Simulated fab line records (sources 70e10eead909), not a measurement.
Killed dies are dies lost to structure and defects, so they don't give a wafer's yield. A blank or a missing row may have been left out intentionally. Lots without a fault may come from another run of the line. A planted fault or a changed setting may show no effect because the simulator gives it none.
fab line records	flow nandHarc
[record] lots = 24	wafers = 72	lastDay = 34
route steps=1302 shown P_M1@310 P_M2@340 P_BONDPAD@351
lots that met no fault: taken from a fault-free run of the same line
startH: hours from the record's first day to the start of the lot's first wafer shown	waitH: hours elapsed since this lot's preceding step	" repeats the value in the row above	L1.1+2: several wafers, shown together as one row	- value missing, or start not given	* or withheld: withheld	< > ~ a bound
route shown NAME@n: NAME is a module with steps in the file, n the number in the route of the first one	usual: mean/standard deviation taken from wafers without a fault	same: alike in all rows	chamber/n: place in a boat	sites: per-site readings	_std_site: their standard deviation	_edge_site: the outer-site mean with the inner-site mean subtracted	radiusMm: for every site, how far away it sits from the centre of the wafer	mask NAME#n: copy n	behind: the most recent tool/chamber to have shaped the wafer	hold: what put the lot on hold/how long, in hours/how the hold closed	device: transistor that didn't switch, given as n, p or np	end of line: at the end of the route, the tests of the same wafers	a step with no rows: only its recipe	killed: not the wafer's yield, but the dies lost to structure and defects at the first sort	map: a wafer's dies, marking killed ones x, the rest . and places with no die _
set.NAME: the run value of the setting; set.NAME@STEP: its run value at that earlier step	model.NAME: the simulator's own value behind a step, which no gauge read
the route's steps for a sample of lots (tables are steps, rows are wafers)
services: from which hour (startH, from the record's first day; less than 0 if before it) a tool's chamber was out of use, for how many hours, and why
[[steps]]
[step NHARC_P_M1_ANNEAL_31]
[recipe] tempC = 225	timeS = 90
[usual] wafer_temp_C_max = 225.72/0.21
lot.wafer	tool	chamber	startH	waitH	wafer_temp_C_max
L074.1	rtpAnneal-02	0	124.20	-	225.79
L074.3	"	0	"	"	225.74
L074.6	"	0	"	"	226.24
L075.1	rtpAnneal-02	0	138.23	0.3	225.64
L075.2	"	0	"	"	225.94
L075.5	"	0	"	"	225.51
L076.1	rtpAnneal-01	0	143.31	0.3	226.11
L076.3	"	0	"	"	225.78
L076.5	"	0	"	"	225.70
L077.2	rtpAnneal-02	0	158.10	-	225.69
L077.3	"	0	"	"	225.85
L077.5	"	0	"	"	225.86
L078.2	rtpAnneal-01	0	167.40	0.3	225.49
L078.3	"	0	"	"	225.70
L078.5	"	0	"	"	225.68
L079.3	rtpAnneal-01	0	174.03	-	225.61
L079.5	"	0	"	"	225.82
L079.6	"	0	"	"	225.92
L080.1	rtpAnneal-01	0	190.69	0.3	225.50
L080.4	"	0	"	"	225.71
L080.6	"	0	"	"	225.64
L081.1	rtpAnneal-02	0	195.19	0.3	225.72
L081.2	"	0	"	"	225.89
L081.5	"	0	"	"	225.83
L082.2	rtpAnneal-02	0	212.00	-	225.74
L082.3	"	0	"	"	225.63
L082.5	"	0	"	"	225.56
L083.1	rtpAnneal-01	0	220.30	0.3	225.65
L083.2	"	0	"	"	225.77
L083.4	"	0	"	"	225.66
L084.2	rtpAnneal-01	0	239.09	0.4	225.53
L084.5	"	0	"	"	225.47
L084.6	"	0	"	"	226.13
L085.3	rtpAnneal-02	0	246.51	-	225.98
L085.4	"	0	"	"	225.86
L085.5	"	0	"	"	226.34
L086.3	rtpAnneal-02	0	247.41	0.3	225.80
L086.5	"	0	"	"	226.03
L086.6	"	0	"	"	226.21
L087.1	rtpAnneal-02	0	275.28	0.3	225.89
L087.3	"	0	"	"	225.49
L087.6	"	0	"	"	225.85
L088.4	rtpAnneal-02	0	276.31	0.4	226.15
L088.5	"	0	"	"	225.98
L088.6	"	0	"	"	225.73
L090.3	rtpAnneal-01	0	286.28	0.3	225.42
L090.5	"	0	"	"	225.50
L090.6	"	0	"	"	225.55
L089.2	rtpAnneal-02	0	286.97	-	225.47
L089.4	"	0	"	"	225.79
L089.5	"	0	"	"	226.00
L091.1	rtpAnneal-02	0	294.10	-	225.71
L091.2	"	0	"	"	225.75
L091.5	"	0	"	"	225.67
L092.1	rtpAnneal-02	0	307.40	0.4	225.65
L092.3	"	0	"	"	225.79
L092.4	"	0	"	"	226.06
L093.1	rtpAnneal-02	0	320.47	-	225.59
L093.2	"	0	"	"	225.92
L093.6	"	0	"	"	225.73
L094.2	rtpAnneal-01	0	328.86	0.4	225.52
L094.3	"	0	"	"	225.96
L094.4	"	0	"	"	225.57
L096.1	rtpAnneal-01	0	349.86	-	225.36
L096.4	"	0	"	"	225.24
L096.6	"	0	"	"	225.50
L095.1	rtpAnneal-02	0	350.45	0.3	225.69
L095.2	"	0	"	"	225.84
L095.5	"	0	"	"	225.77
L097.1	rtpAnneal-01	0	360.16	-	225.61
L097.3	"	0	"	"	225.44
L097.5	"	0	"	"	225.59
[step NHARC_P_M2_PVD_20]
[recipe] targetThkA = 50	biasV = 168.6	powerW = 15000	chamberPressurePa = 0.12	timeS = 8.06	substrateTempC = 50	material = TaN
[usual] chamberPressurePa = 0.11997/0.00024	substrateTempC = 50.02/0.12	throttleValvePct = 30.3/1
lot.wafer	tool	chamber	startH	waitH	chamberPressurePa	substrateTempC	throttleValvePct
L074.3	pvdSputter-02	-	-	-	0.12005	49.88	30.3
L074.1	"	-	"	"	0.11963	49.93	31.2
L074.6	"	-	"	"	0.1201	50.05	29.7
L075.1	pvdSputter-02	-	-	-	0.11965	50.10	30.2
L075.2	"	-	"	"	0.12007	50.04	29.6
L075.5	"	-	"	"	0.11983	50.14	30.1
L076.3	pvdSputter-03	-	-	-	0.11963	50.23	29.3
L076.1	"	-	"	"	0.11959	50.06	29.4
L076.5	"	-	"	"	0.11979	50.18	29.9
L077.2	pvdSputter-02	-	-	-	0.12041	50.06	28.0
L077.3	"	-	"	"	0.11972	50.30	30.3
L077.5	"	-	"	"	0.12023	50.20	30.1
L078.2	pvdSputter-01	-	-	-	0.1198	50.14	30.7
L078.3	"	-	"	"	0.12018	50.15	30.7
L078.5	"	-	"	"	0.11958	49.92	30.6
L079.3	pvdSputter-01	-	-	-	0.12011	49.91	31.6
L079.6	"	-	"	"	0.12012	49.91	31.6
L079.5	"	-	"	"	0.12009	50.02	30.8
L080.1	pvdSputter-03	-	-	-	0.12013	49.93	29.5
L080.4	"	-	"	"	0.11992	49.95	29.8
L080.6	"	-	"	"	0.12017	50.13	30.8
L081.2	pvdSputter-02	-	-	-	0.11997	50.13	28.2
L081.1	"	-	"	"	0.12008	50.05	30.2
L081.5	"	-	"	"	0.11997	49.88	29.9
L082.2	pvdSputter-02	-	-	-	0.11985	50.33	28.1
L082.3	"	-	"	"	0.1202	50.11	30.0
L082.5	"	-	"	"	0.1201	50.16	28.3
L083.1	pvdSputter-03	-	-	-	0.12019	49.74	31.0
L083.4	"	-	"	"	0.12037	50.03	29.6
L083.2	"	-	"	"	0.12037	50.06	30.1
L084.2	pvdSputter-01	-	-	-	0.11987	50.08	30.4
L084.6	"	-	"	"	0.12002	50.16	30.4
L084.5	"	-	"	"	0.11985	49.90	30.2
L085.3	pvdSputter-02	-	-	-	0.11958	50.08	29.9
L085.4	"	-	"	"	0.11976	49.97	31.2
L085.5	"	-	"	"	0.12018	50.08	29.7
L086.3	pvdSputter-03	-	-	-	0.12002	49.90	29.7
L086.6	"	-	"	"	0.11997	50.00	29.9
L086.5	"	-	"	"	0.11957	49.85	30.6
L087.3	pvdSputter-03	-	-	-	0.11965	49.91	30.9
L087.1	"	-	"	"	0.11958	50.12	29.6
L087.6	"	-	"	"	0.12016	49.91	29.9
L088.4	pvdSputter-01	-	-	-	0.12013	49.88	30.4
L088.6	"	-	"	"	0.11998	49.97	32.7
L088.5	"	-	"	"	0.11991	50.12	30.2
L090.3	pvdSputter-03	-	-	-	0.11972	50.08	29.9
L090.6	"	-	"	"	0.1201	50.08	30.7
L090.5	"	-	"	"	0.12009	50.30	29.8
L089.2	pvdSputter-01	-	-	-	0.1199	50.17	30.7
L089.4	"	-	"	"	0.11973	50.08	32.8
L089.5	"	-	"	"	0.11976	50.10	30.9
L091.1	pvdSputter-03	-	-	-	0.11943	49.96	30.0
L091.2	"	-	"	"	0.12011	50.03	30.7
L091.5	"	-	"	"	0.1198	49.99	29.4
L092.1	pvdSputter-01	-	-	-	0.1203	50.14	30.6
L092.4	"	-	"	"	0.12058	50.09	33.0
L092.3	"	-	"	"	0.11949	50.04	30.1
L093.1	pvdSputter-02	-	-	-	0.11981	49.95	30.9
L093.2	"	-	"	"	0.11975	50.01	30.7
L093.6	"	-	"	"	0.12021	50.08	30.6
L094.2	pvdSputter-01	-	-	-	0.11951	50.17	30.3
L094.3	"	-	"	"	0.11998	49.97	30.0
L094.4	"	-	"	"	0.1199	50.02	32.6
L096.4	pvdSputter-01	-	-	-	0.11984	50.04	30.3
L096.1	"	-	"	"	0.11979	49.90	30.2
L096.6	"	-	"	"	0.11984	49.85	30.2
L095.1	pvdSputter-02	-	-	-	0.11992	49.95	30.9
L095.2	"	-	"	"	0.12001	50.08	30.1
L095.5	"	-	"	"	0.12001	49.97	28.1
L097.1	pvdSputter-03	-	-	-	0.12019	50.09	30.0
L097.3	"	-	"	"	0.12016	49.91	30.9
L097.5	"	-	"	"	0.11944	49.93	29.7
[step NHARC_P_BONDPAD_DEP_00]
[recipe] targetThkA = 2500	tempC = 370	targetThkNm = 250	pressureTorr = 3	flowSccm = 200	rfW = 450	material = SiCN
[usual] chamberPressureTorr = 3.000/0.0063	heaterPowerW = 599/71
lot.wafer	tool	chamber	startH	waitH	chamberPressureTorr	heaterPowerW	sinceWetCleanH
L074.3	pecvd-04	2	129.74	-	3.008	443	28
L074.1	"	1	"	"	2.990	576	29
L074.6	"	1	"	"	2.995	592	-
L075.1	pecvd-01	2	143.81	-	3.005	514	1
L075.2	"	1	"	"	2.995	646	1
L075.5	"	1	"	"	3.002	659	-
L076.1	pecvd-01	2	149.35	-	3.003	531	6
L076.3	"	1	"	"	3.012	668	6
L076.5	"	0	"	"	3.001	541	-
L077.2	pecvd-03	1	-	-	3.001	643	148
L077.3	"	0	"	"	3.011	662	148
L077.5	"	0	"	"	3.014	684	-
L078.3	pecvd-01	0	-	-	2.995	563	30
L078.2	"	1	"	"	3.009	604	30
L078.5	"	0	"	"	3.004	572	-
L079.3	pecvd-01	2	179.85	-	2.991	531	37
L079.6	"	1	"	"	2.995	684	-
L079.5	"	0	"	"	2.991	575	-
L080.1	pecvd-04	2	196.28	-	3.002	468	95
L080.4	"	1	"	"	3.009	597	-
L080.6	"	2	"	"	2.994	474	-
L081.1	pecvd-03	1	-	-	3.000	622	3
L081.2	"	0	"	"	2.989	725	3
L081.5	"	1	"	"	2.987	630	-
L082.2	pecvd-01	0	217.77	0.4	3.001	538	75
L082.3	"	2	"	"	3.005	527	75
L082.5	"	2	"	"	3.000	524	-
L083.1	pecvd-03	2	225.99	-	2.993	615	28
L083.2	"	0	"	"	3.002	594	28
L083.4	"	0	"	"	3.005	624	-
L084.2	pecvd-01	1	-	-	3.005	733	102
L084.5	"	1	"	"	2.990	571	-
L084.6	"	0	"	"	3.003	614	-
L085.3	pecvd-04	0	252.01	-	2.998	663	151
L085.5	"	0	"	"	2.995	667	-
L085.4	"	1	"	"	3.003	613	-
L086.3	pecvd-03	1	253.57	0.4	3.007	601	-
L086.5	"	1	"	"	3.013	611	-
L086.6	"	2	"	"	3.006	668	-
L087.3	pecvd-03	2	280.71	-	3.004	588	83
L087.1	"	0	"	"	2.990	674	83
L087.6	"	0	"	"	3.001	691	-
L088.5	pecvd-01	2	281.72	-	3.005	498	-
L088.4	"	0	"	"	3.004	616	-
L088.6	"	1	"	"	2.999	685	-
L090.3	pecvd-01	1	291.95	0.4	3.000	591	149
L090.5	"	2	"	"	2.999	534	-
L090.6	"	0	"	"	3.003	588	-
L089.2	pecvd-04	2	292.45	-	2.998	372	10
L089.5	"	2	"	"	2.993	380	-
L089.4	"	0	"	"	2.993	618	-
L091.1	pecvd-03	2	299.82	-	2.987	642	102
L091.2	"	0	"	"	3.006	695	102
L091.5	"	2	"	"	2.999	644	-
L092.3	pecvd-03	2	-	-	2.993	575	115
L092.1	"	0	"	"	3.001	667	115
L092.4	"	1	"	"	3.003	572	-
L093.2	pecvd-01	1	326.00	-	3.007	687	2
L093.1	"	0	"	"	2.993	612	2
L093.6	"	2	"	"	2.996	520	-
L094.3	pecvd-03	1	334.46	-	2.996	601	137
L094.2	"	0	"	"	3.000	696	137
L094.4	"	1	"	"	2.995	615	-
L096.1	pecvd-04	2	355.55	-	2.997	428	73
L096.6	"	1	"	"	3.010	584	-
L096.4	"	0	"	"	3.003	567	-
L095.1	pecvd-03	2	356.04	-	2.992	566	158
L095.2	"	0	"	"	3.007	662	158
L095.5	"	2	"	"	2.993	587	-
L097.1	pecvd-03	1	365.63	-	3.002	592	168
L097.3	"	2	"	"	2.999	638	168
L097.5	"	1	"	"	3.007	599	-
[step NHARC_P_BONDPAD_DESCUM_11]
[recipe] timeS = 3	o2FlowSccm = 200	arFlowSccm = 0	biasPowerW = 0	chemistry = O2
[usual] chamberPressureMTorr = 59.99/0.057	drypumpMotorCurrentA = 5.5/0.38	oesProductAu = 1.000/0.011	rfVppV = 57.8/0.81	showerheadPlenumPTorr = 1.94/0.08	throttleValvePct = 11.312/0.0083
lot.wafer	tool	chamber	startH	waitH	chamberPressureMTorr	drypumpMotorCurrentA	oesProductAu	rfHoursCounterH	rfVppV	showerheadPlenumPTorr	throttleValvePct
L074.1	rieDiel-13	2	131.19	-	59.96	5.9	0.991	4	56.9	1.80	11.318
L074.3	"	0	"	"	60.08	4.9	0.998	4	58.2	1.92	11.322
L074.6	"	2	"	"	59.93	5.9	0.986	-	56.4	1.80	11.306
L075.2	rieDiel-06	2	145.14	-	60.00	5.6	0.998	0	57.4	1.98	11.312
L075.1	"	3	"	"	60.08	5.8	0.987	0	57.9	1.99	11.318
L075.5	"	0	"	"	60.07	5.2	1.005	-	57.2	2.02	11.325
L076.3	rieDiel-06	1	150.81	-	59.83	5.7	1.010	1	58.0	1.93	11.297
L076.1	"	0	"	"	60.00	5.2	1.006	1	57.1	2.02	11.311
L076.5	"	1	"	"	59.98	5.6	1.012	-	58.5	1.93	11.312
L077.3	rieDiel-07	3	165.99	-	60.00	5.3	0.984	1	57.5	1.84	11.297
L077.2	"	2	"	"	59.97	5.6	0.994	1	58.4	1.78	11.318
L077.5	"	3	"	"	59.99	5.3	0.981	-	59.4	1.84	11.313
L078.3	rieDiel-13	0	174.45	-	60.00	4.9	1.003	0	58.3	1.92	11.320
L078.2	"	1	"	"	59.95	4.9	1.017	0	58.4	2.03	11.312
L078.5	"	1	"	"	59.96	4.9	1.019	-	58.7	2.03	11.324
L079.3	rieDiel-06	0	181.24	-	59.90	5.2	1.002	2	59.5	2.02	11.317
L079.6	"	3	"	"	59.97	5.8	0.968	-	58.4	1.99	11.317
L079.5	"	0	"	"	60.17	5.2	1.001	-	56.8	2.02	11.313
L080.4	rieDiel-06	2	197.56	-	60.04	5.6	0.998	4	56.7	1.97	11.299
L080.1	"	0	"	"	60.05	5.2	0.999	3	58.1	2.02	11.320
L080.6	"	3	"	"	59.96	5.8	0.972	-	57.2	1.99	11.308
L081.2	rieDiel-13	1	202.27	-	60.04	4.9	1.001	1	56.3	2.04	11.317
L081.1	"	3	"	"	59.98	6.1	1.016	1	58.8	1.95	11.312
L081.5	"	1	"	"	60.05	4.9	1.005	-	59.1	2.04	11.306
L082.2	rieDiel-06	3	219.21	-	59.93	5.8	0.983	5	58.5	1.99	11.321
L082.3	"	2	"	"	59.90	5.6	0.998	5	57.4	1.97	11.313
L082.5	"	3	"	"	59.95	5.8	0.993	-	58.3	1.99	11.307
L083.2	rieDiel-07	3	227.57	-	60.08	5.3	0.987	6	58.1	1.84	11.315
L083.4	"	0	"	"	60.06	5.9	1.003	4	57.7	2.03	11.309
L083.1	"	1	"	"	59.99	5.5	1.011	5	56.9	1.91	11.300
L084.2	rieDiel-13	1	246.06	-	60.00	4.9	1.011	1	57.8	2.03	11.304
L084.5	"	2	"	"	60.04	5.9	0.998	-	57.4	1.80	11.311
L084.6	"	3	"	"	59.98	6.0	0.997	-	59.0	1.95	11.310
L085.4	rieDiel-07	0	253.32	-	59.98	5.9	0.999	5	57.9	2.03	11.302
L085.3	"	1	"	"	59.92	5.5	1.003	7	57.5	1.91	11.295
L085.5	"	0	"	"	59.95	5.9	1.001	-	59.7	2.03	11.325
L086.3	rieDiel-13	0	255.03	-	59.96	4.9	1.008	2	56.7	1.92	11.305
L086.5	"	1	"	"	59.90	4.9	1.006	-	59.1	2.03	11.321
L086.6	"	2	"	"	60.08	5.9	1.017	-	57.2	1.80	11.310
L087.1	rieDiel-07	0	282.15	-	59.95	5.9	1.001	7	58.6	2.03	11.316
L087.3	"	1	"	"	60.09	5.6	1.005	9	57.9	1.91	11.296
L087.6	"	1	"	"	60.06	5.5	1.000	-	58.2	1.90	11.289
L088.4	rieDiel-06	2	283.03	-	59.99	5.5	1.001	10	56.1	1.97	11.303
L088.5	"	1	"	"	59.98	5.7	1.016	-	56.5	1.93	11.309
L088.6	"	2	"	"	60.11	5.5	1.002	-	58.9	1.97	11.313
L090.3	rieDiel-06	2	293.32	-	59.95	5.6	1.006	10	57.6	1.97	11.305
L090.5	"	3	"	"	59.91	5.8	0.997	-	58.3	1.99	11.314
L090.6	"	0	"	"	60.02	5.2	1.018	-	58.3	2.02	11.330
L089.4	rieDiel-06	2	293.89	-	59.97	5.5	1.017	10	57.4	1.97	11.307
L089.2	"	3	"	"	59.97	5.9	0.984	10	57.6	1.99	11.310
L089.5	"	2	"	"	60.03	5.5	1.006	-	58.2	1.97	11.306
L091.2	rieDiel-13	3	301.26	-	59.91	6.0	1.002	3	58.0	1.95	11.317
L091.1	"	1	"	"	60.02	4.9	1.003	3	58.9	2.03	11.320
L091.5	"	3	"	"	59.90	6.1	0.998	-	57.7	1.95	11.316
L092.4	rieDiel-13	2	314.20	-	59.99	5.9	1.005	4	57.4	1.80	11.305
L092.1	"	3	"	"	60.06	6.1	0.990	4	56.9	1.95	11.323
L092.3	"	1	"	"	59.97	4.9	1.018	4	58.4	2.03	11.316
L093.1	rieDiel-13	0	327.33	-	60.10	4.9	1.010	4	58.9	1.92	11.329
L093.2	"	1	"	"	60.04	4.9	1.011	4	57.5	2.03	11.308
L093.6	"	2	"	"	60.03	5.9	0.997	-	56.7	1.80	11.308
L094.3	rieDiel-13	1	335.90	-	60.03	4.9	1.004	4	59.0	2.03	11.313
L094.2	"	3	"	"	60.04	6.1	1.009	4	57.8	1.95	11.323
L094.4	"	0	"	"	59.95	4.9	1.013	5	58.3	1.92	11.311
L096.4	rieDiel-06	2	356.83	-	59.89	5.6	0.996	1	57.2	1.97	11.306
L096.1	"	3	"	"	59.95	5.8	0.993	1	59.1	1.99	11.308
L096.6	"	2	"	"	59.95	5.5	1.006	-	58.3	1.97	11.316
L095.2	rieDiel-06	3	357.48	-	60.07	5.8	0.985	1	57.6	1.99	11.310
L095.1	"	0	"	"	59.96	5.2	0.984	1	57.7	2.01	11.322
L095.5	"	1	"	"	59.96	5.7	0.991	-	56.8	1.93	11.319
L097.3	rieDiel-13	2	366.92	-	59.97	5.9	1.008	0	57.8	1.80	11.308
L097.1	"	3	"	"	60.05	6.0	0.978	1	57.1	1.95	11.311
L097.5	"	0	"	"	60.01	4.9	1.024	-	58.6	1.92	11.306
[step NHARC_P_BONDPAD_ANNEAL_28]
[recipe] tempC = 225	timeS = 90
[usual] wafer_temp_C_max = 225.73/0.22
lot.wafer	tool	chamber	startH	waitH	wafer_temp_C_max
L074.1	rtpAnneal-02	0	132.85	-	225.99
L074.3	"	0	"	"	225.86
L074.6	"	0	"	"	225.76
L075.1	rtpAnneal-02	0	146.80	0.3	225.90
L075.2	"	0	"	"	226.07
L075.5	"	0	"	"	225.75
L076.1	rtpAnneal-01	0	152.54	-	225.95
L076.3	"	0	"	"	225.65
L076.5	"	0	"	"	225.49
L077.2	rtpAnneal-01	0	168.01	-	225.85
L077.3	"	0	"	"	225.27
L077.5	"	0	"	"	225.56
L078.2	rtpAnneal-02	0	176.23	-	225.48
L078.3	"	0	"	"	226.04
L078.5	"	0	"	"	225.59
L079.3	rtpAnneal-01	0	183.01	0.3	225.65
L079.5	"	0	"	"	225.92
L079.6	"	0	"	"	225.76
L080.1	rtpAnneal-02	0	199.23	-	225.73
L080.4	"	0	"	"	225.76
L080.6	"	0	"	"	225.78
L081.1	rtpAnneal-01	0	203.94	-	225.77
L081.2	"	0	"	"	225.90
L081.5	"	0	"	"	225.59
L082.2	rtpAnneal-02	0	220.93	0.4	225.80
L082.3	"	0	"	"	225.46
L082.5	"	0	"	"	225.90
L083.1	rtpAnneal-02	0	229.24	0.3	225.54
L083.2	"	0	"	"	225.28
L083.4	"	0	"	"	226.06
L084.2	rtpAnneal-01	0	247.76	-	225.49
L084.5	"	0	"	"	225.50
L084.6	"	0	"	"	225.52
L085.3	rtpAnneal-02	0	255.09	-	225.58
L085.4	"	0	"	"	225.65
L085.5	"	0	"	"	225.77
L086.3	rtpAnneal-01	0	256.89	0.4	225.27
L086.5	"	0	"	"	225.46
L086.6	"	0	"	"	225.45
L087.1	rtpAnneal-02	0	283.88	0.4	225.69
L087.3	"	0	"	"	225.79
L087.6	"	0	"	"	225.75
L088.4	rtpAnneal-02	0	284.85	0.4	225.29
L088.5	"	0	"	"	225.50
L088.6	"	0	"	"	225.90
L090.3	rtpAnneal-02	0	295.07	0.3	226.02
L090.5	"	0	"	"	225.83
L090.6	"	0	"	"	226.20
L089.2	rtpAnneal-02	0	295.61	-	225.70
L089.4	"	0	"	"	226.10
L089.5	"	0	"	"	225.86
L091.1	rtpAnneal-01	0	302.95	0.3	225.59
L091.2	"	0	"	"	225.51
L091.5	"	0	"	"	225.42
L092.1	rtpAnneal-01	0	315.87	0.3	225.96
L092.3	"	0	"	"	226.23
L092.4	"	0	"	"	226.28
L093.1	rtpAnneal-02	0	329.02	0.3	226.06
L093.2	"	0	"	"	225.75
L093.6	"	0	"	"	225.79
L094.2	rtpAnneal-01	0	337.98	0.5	225.71
L094.3	"	0	"	"	225.97
L094.4	"	0	"	"	225.59
L096.1	rtpAnneal-01	0	358.57	-	225.64
L096.4	"	0	"	"	225.62
L096.6	"	0	"	"	225.94
L095.1	rtpAnneal-02	0	359.16	0.3	225.47
L095.2	"	0	"	"	225.75
L095.5	"	0	"	"	225.78
L097.1	rtpAnneal-01	0	368.59	0.3	225.79
L097.3	"	0	"	"	225.36
L097.5	"	0	"	"	225.55
[step NHARC_P_BONDPAD_CMP_19]
[recipe] tOverpolishS = 30	cuRecessTouchS = 16	targetThkNm = 160.81
[usual] edgeZonePressureFrac = 0.999/0.0051	motorCurrentA = 11.7/1.2	overpolishRunS = 30.000/0.0093
lot.wafer	tool	chamber	startH	waitH	edgeZonePressureFrac	motorCurrentA	overpolishRunS
L074.3	cmp-04	2	133.20	-	1.002	12.6	30.006
L074.1	"	0	"	"	0.994	14.0	30.012
L074.6	"	2	"	"	1.000	12.9	29.983
L075.2	cmp-02	2	147.17	-	0.994	12.4	30.007
L075.1	"	1	"	"	1.003	10.4	30.000
L075.5	"	2	"	"	0.998	13.0	29.999
L076.1	cmp-04	2	152.88	-	0.996	12.9	30.011
L076.3	"	0	"	"	1.003	13.1	30.007
L076.5	"	2	"	"	0.995	12.7	30.004
L077.3	cmp-02	0	168.30	-	1.004	9.9	29.994
L077.2	"	3	"	"	0.999	11.8	30.009
L077.5	"	1	"	"	1.004	10.2	29.984
L078.2	cmp-02	0	176.54	-	1.012	10.4	29.995
L078.3	"	3	"	"	0.998	11.1	29.996
L078.5	"	1	"	"	0.992	10.6	29.994
L079.3	cmp-02	3	183.25	-	0.995	11.0	29.994
L079.6	"	3	"	"	1.001	11.1	29.990
L079.5	"	0	"	"	0.997	9.5	30.001
L080.4	cmp-04	1	199.57	-	0.993	11.8	30.015
L080.1	"	2	"	"	0.999	12.2	29.987
L080.6	"	2	"	"	0.997	12.6	30.019
L081.2	cmp-04	1	204.31	-	1.000	12.2	29.989
L081.1	"	2	"	"	0.992	12.3	29.991
L081.5	"	1	"	"	0.995	12.4	30.018
L082.2	cmp-03	0	221.26	-	0.998	13.4	29.993
L082.3	"	2	"	"	0.993	11.5	29.993
L082.5	"	3	"	"	1.002	12.7	29.981
L083.4	cmp-03	3	229.62	-	0.993	13.1	30.006
L083.1	"	0	"	"	1.007	13.6	30.002
L083.2	"	1	"	"	0.999	12.2	29.991
L084.2	cmp-02	3	248.08	-	1.007	11.5	29.999
L084.6	"	2	"	"	1.002	12.3	29.986
L084.5	"	3	"	"	1.000	11.2	29.991
L085.4	cmp-02	3	255.36	-	1.000	11.3	30.008
L085.3	"	1	"	"	0.994	10.0	29.994
L085.5	"	3	"	"	0.999	11.3	29.996
L086.3	cmp-02	0	257.34	-	0.998	9.0	30.003
L086.5	"	0	"	"	1.002	9.9	30.002
L086.6	"	1	"	"	0.990	10.3	30.005
L087.3	cmp-04	2	284.22	-	0.996	12.5	30.000
L087.1	"	3	"	"	1.000	10.9	30.013
L087.6	"	2	"	"	1.003	12.7	29.995
L088.4	cmp-04	3	285.10	-	0.997	10.7	30.007
L088.6	"	1	"	"	1.001	12.7	30.009
L088.5	"	2	"	"	1.000	13.2	29.995
L090.3	cmp-02	2	295.37	-	0.994	12.6	30.003
L090.5	"	0	"	"	0.998	9.9	30.010
L090.6	"	1	"	"	0.996	10.2	30.003
L089.2	cmp-02	2	295.93	-	0.997	13.2	30.003
L089.4	"	0	"	"	0.997	10.2	30.001
L089.5	"	1	"	"	0.996	10.9	29.980
L091.1	cmp-02	3	303.33	-	1.006	11.6	29.992
L091.2	"	0	"	"	1.002	9.5	29.995
L091.5	"	2	"	"	1.001	12.6	30.005
L092.4	cmp-03	3	316.21	-	1.003	13.1	30.018
L092.3	"	1	"	"	1.000	12.0	30.002
L092.1	"	2	"	"	0.992	10.9	29.985
L093.1	cmp-03	3	329.37	-	1.004	13.0	29.999
L093.2	"	1	"	"	0.990	11.6	30.000
L093.6	"	0	"	"	0.991	12.5	30.015
L094.3	cmp-04	0	338.28	-	0.989	13.0	30.009
L094.4	"	1	"	"	1.012	12.4	29.986
L094.2	"	2	"	"	0.997	12.4	29.985
L096.4	cmp-04	3	358.95	-	1.001	11.4	29.985
L096.1	"	0	"	"	0.990	12.7	30.012
L096.6	"	2	"	"	0.987	11.8	29.990
L095.1	cmp-02	3	359.50	-	1.002	11.7	29.995
L095.2	"	0	"	"	0.999	10.5	29.986
L095.5	"	3	"	"	1.001	11.0	29.996
L097.3	cmp-02	3	368.96	-	1.002	11.4	29.998
L097.1	"	1	"	"	0.993	10.5	30.003
L097.5	"	3	"	"	1.003	11.6	30.002
[[services]]
tool	chamber	startH	hours	kind
cmp-02	-	102.24	9.1	repair
pecvd-01	1	102.79	18.8	repair
pecvd-03	2	107.00	5.3	repair
pecvd-01	-	130.06	13.0	pm
rieDiel-06	-	130.20	9.0	pm
cmp-02	-	136.65	4.0	pm
pecvd-03	1	140.93	2.8	repair
rieDiel-13	-	165.00	9.0	pm
cmp-02	-	171.64	1.3	repair
pecvd-03	-	185.00	13.0	pm
pecvd-03	1	205.36	44.7	repair
rieDiel-06	0	207.25	4.2	repair
cmp-02	-	221.09	0.4	repair
pecvd-03	0	231.13	29.6	repair
cmp-02	-	234.65	4.0	pm
rieDiel-06	0	259.36	6.0	repair
cmp-02	-	304.25	3.4	repair
rieDiel-06	-	307.33	9.0	pm
rieDiel-06	1	317.35	10.1	repair
pecvd-03	-	327.30	1.8	repair
cmp-02	-	332.77	4.0	pm
cmp-02	-	339.65	0.8	repair
rieDiel-13	-	342.00	9.0	pm
pecvd-03	-	366.00	13.0	pm
[[key]]
fault none
